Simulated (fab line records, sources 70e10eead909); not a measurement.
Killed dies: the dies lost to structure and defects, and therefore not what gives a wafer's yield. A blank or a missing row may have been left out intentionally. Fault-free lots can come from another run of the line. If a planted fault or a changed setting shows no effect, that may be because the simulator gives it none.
Struck lot and sound lot, side by side :: flow nand_harc :: 14 steps out of a route of 1159
Sound: wafers L577.1, L577.3, L577.4. Struck: wafer L594.3 (left out: L594.2, L594.4 of the same lot, which were not struck); the cause appears at the end.
Per side, at each step with rows, come the tool, then ch with its chambers, and then its first start. Under that, the readings that differ: sound wafers :: struck wafers :: difference of the means :: sigmas: that difference in standard deviations of wafers without a fault.
alike: readings with means less than 2 such deviations apart, plus words and numbers identical on both sides. not compared: withheld readings, readings lacking a value on some wafer, bounds such as >300 that could conceal the same value, and numbers that have no deviation in the record and whose values overlap.
A row with sigmas, a row that says differs or no value, or rows on one side alone: a step with any of these is where the two part. Non-overlapping numbers with no deviation appear without sigmas and do not part them. A reading missing from all wafers of one side parts the sides only when that side holds two or more wafers.

first, 2 steps without rows for these wafers: NHARC_A_STAIRCASE_ETCH_221 (etches the open film in C4F8/O2, target depth 100 nm, time 40.5 s); NHARC_A_STAIRCASE_TRIM_222 (chemistry O2, time 211.2 s).
NHARC_A_STAIRCASE_ETCH_223: etches the open film in C4F8/O2, target depth 100 nm, time 40.5 s.
  sound on rie_diel-03 ch 2,3; struck on rie_diel-07 ch 3
  alike: oes_product_au, rf_vpp_V
  not compared: rf_hours_counter_h
NHARC_A_STAIRCASE_TRIM_224: chemistry O2, time 211.2 s.
  sound on rie_diel-03 ch 2,3; struck on rie_diel-07 ch 0
  alike: drypump_motor_current_A, oes_product_au, rf_vpp_V, run_length_s, showerhead_plenum_p_Torr, throttle_valve_pct
  not compared: rf_hours_counter_h
NHARC_A_STAIRCASE_ETCH_225: etches the open film in C4F8/O2, target depth 100 nm, time 40.5 s.
  sound on rie_diel-03 ch 2,3; struck on rie_diel-07 ch 0
reading: oes_product_au (a.u.)
sound: 0.929 0.937 0.933
struck: 0.968
difference: +0.035
sigmas: +3
  alike: rf_vpp_V
  not compared: rf_hours_counter_h
NHARC_A_STAIRCASE_TRIM_226: chemistry O2, time 211.2 s.
  sound on rie_diel-03 ch 1,3; struck on rie_diel-07 ch 0
reading: throttle_valve_pct (%)
sound: 17.023 17.018 17.018
struck: 17.043
difference: +0.023
sigmas: +3
  alike: drypump_motor_current_A, oes_product_au, rf_vpp_V, run_length_s, showerhead_plenum_p_Torr
  not compared: rf_hours_counter_h
then, 3 steps without rows for these wafers: NHARC_A_STAIRCASE_ETCH_227 (etches the open film in C4F8/O2, target depth 100 nm, time 40.5 s); NHARC_A_STAIRCASE_TRIM_229 (chemistry O2, time 211.2 s); NHARC_A_STAIRCASE_ETCH_230 (etches the open film in C4F8/O2, target depth 100 nm, time 40.5 s).
NHARC_A_STAIRCASE_TRIM_231: chemistry O2, time 211.2 s.
  sound on rie_diel-07 ch 0,1,2; struck on rie_diel-07 ch 0
reading: rf_hours_counter_h (h)
sound: 14 14 15
struck: 53
difference: +39
sigmas: 
  alike: drypump_motor_current_A, oes_product_au, rf_vpp_V, run_length_s, showerhead_plenum_p_Torr, throttle_valve_pct
then, 1 step without rows for these wafers: NHARC_A_STAIRCASE_ETCH_232 (etches the open film in C4F8/O2, target depth 100 nm, time 40.5 s).
NHARC_A_STAIRCASE_TRIM_233: chemistry O2, time 211.2 s.
  sound on rie_diel-07 ch 0,2,3, day 12 10:19; struck on rie_diel-07 ch 0, day 17 00:14
reading: rf_hours_counter_h (h)
sound: 14 13 14
struck: 53
difference: +39
sigmas: 

reading: run_length_s (s)
sound: 232.6 232.5 232.0
struck: 302.8
difference: +70.4
sigmas: +99 or more

reading: throttle_valve_pct (%)
sound: 17.025 17.032 17.024
struck: 17.049
difference: +0.022
sigmas: +3
  alike: drypump_motor_current_A, oes_product_au, rf_vpp_V, showerhead_plenum_p_Torr
then, 1 step without rows for these wafers: NHARC_A_STAIRCASE_ETCH_234 (etches the open film in C4F8/O2, target depth 100 nm, time 40.5 s).
-- record jumps: 8 days between struck wafers' starts before vs after; left off in module A_STAIRCASE, resumes in module END, first step shown is number 1159 of the route --
NHARC_END_SORT_01:
  only the struck wafers appear in the record here, on prober-02 ch 0 at day 24 23:55; the sound ones have no rows

== WHERE THEY PART ==
First at NHARC_A_STAIRCASE_ETCH_225; last, within this record, at NHARC_END_SORT_01.

WHY: the cause the simulator had injected
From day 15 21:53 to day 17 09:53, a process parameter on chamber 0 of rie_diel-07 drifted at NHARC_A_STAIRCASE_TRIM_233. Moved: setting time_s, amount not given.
